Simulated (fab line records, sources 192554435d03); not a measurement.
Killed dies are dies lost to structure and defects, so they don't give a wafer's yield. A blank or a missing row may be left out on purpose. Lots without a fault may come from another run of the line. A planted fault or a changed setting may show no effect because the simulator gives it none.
Chamber matching | flow n5_finfet | N5_BEOL_M11_CURE_72 on uv_cure-03: 3 sister chambers
The step cures SiCOH lowk, time 120 s. 3 wafers are shown with their chamber, then 7 later ones without.

WAFERS WITH THEIR CHAMBER
wafer  | chamber | wafer_temp_C_max
L079.6 | 1       | 371.0
L084.6 | 2       | 371.9
L086.4 | 0       | 372.0

WAFERS WITHOUT THEIR CHAMBER
wafer  | wafer_temp_C_max
L086.5 | 371.9
L091.1 | 371.2
L091.2 | 371.5
L091.3 | 371.4
L094.1 | 370.8
L094.2 | 371.2
L094.6 | 371.7

WHICH CHAMBER EACH WENT THROUGH
wafer  | from the rows above          | in truth
L086.5 | can't be placed: 2 or 0      | 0
L091.1 | can't be placed: 1 or 2      | 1
L091.2 | can't be placed: 2 or 0 or 1 | 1
L091.3 | can't be placed: 1 or 2 or 0 | 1
L094.1 | 1                            | 1
L094.2 | can't be placed: 1 or 2      | 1
L094.6 | can't be placed: 2 or 0 or 1 | 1
Placed correctly: 1 of 7. Can't be placed from these rows: 6 (the true chamber is among the candidates in 6). Placed wrongly: 0.
How it was worked out, from the rows above alone: a wafer's distance from a chamber is the root of the sum, over the readings, of the square of ((its reading less the chamber's mean) divided by the reading's scatter). The wafer belongs to the nearest chamber; if the next one is less than 2 further off, it can't be placed. A chamber's mean is the mean of its shown wafers. The scatter: with one shown wafer a chamber, the root of the mean of the squares of how far each hidden wafer lies from its nearest shown one.
